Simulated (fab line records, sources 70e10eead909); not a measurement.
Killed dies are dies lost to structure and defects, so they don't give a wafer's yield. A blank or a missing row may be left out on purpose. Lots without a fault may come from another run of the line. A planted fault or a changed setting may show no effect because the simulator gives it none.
One fault seen from 2 desks | flow nand_harc | each desk has only its own numbers; what lay behind them comes last

THE METROLOGY DESK
What the gauges read, lot by lot, whatever tool the lot ran on: means of the sampled wafers that have a number. A lot is out of limits, marked OUT, if its mean lies more than 4 standard deviations from the usual mean; the brackets give that distance.
Columns: A = cd_nm at NHARC_A_M0_CD_MEAS_09, usual 80.1 nm; B = overlay_x_nm at NHARC_A_M0_OVL_MEAS_10, usual 0.1 nm; C = overlay_y_nm at NHARC_A_M0_OVL_MEAS_10, usual 0.0 nm
lot  | first seen here | A    | B    | C
L321 | day 18 08:43    | 80.2 | -0.7 | 1.2
L326 | day 20 03:07    | 80.8 | 1.3  | -0.1
L330 | day 20 07:22    | 79.4 | 1.0  | -0.8
L331 | day 20 09:55    | 80.3 | 1.1  | 0.8
L336 | day 22 03:47    | 80.4 | -1.0 | 1.4
This desk's finding: nothing out of limits on any of the 5 lots.

THE DEFECT DESK
What the inspections along the route counted, lot by lot: means of the sampled wafers that have a number. A lot is out of limits, marked OUT, if its mean lies more than 4 standard deviations from the usual mean; the brackets give that distance.
Columns: A = raw_defect_count at NHARC_A_BLC_INSPECT_28, usual 467; B = raw_defect_count at NHARC_A_M0_INSPECT_11, usual 30
lot  | first seen here | A   | B
L321 | day 18 07:56    | 606 | 22
L326 | day 20 02:07    | 446 | 35
L330 | day 20 06:35    | 490 | 25
L331 | day 20 09:08    | 381 | 29
L336 | day 22 02:52    | 433 | 31
This desk's finding: nothing out of limits on any of the 5 lots.

PUT TOGETHER
The metrology desk saw nothing out of limits.
The defect desk saw nothing out of limits.

WHAT THE SIMULATOR HAD PUT IN
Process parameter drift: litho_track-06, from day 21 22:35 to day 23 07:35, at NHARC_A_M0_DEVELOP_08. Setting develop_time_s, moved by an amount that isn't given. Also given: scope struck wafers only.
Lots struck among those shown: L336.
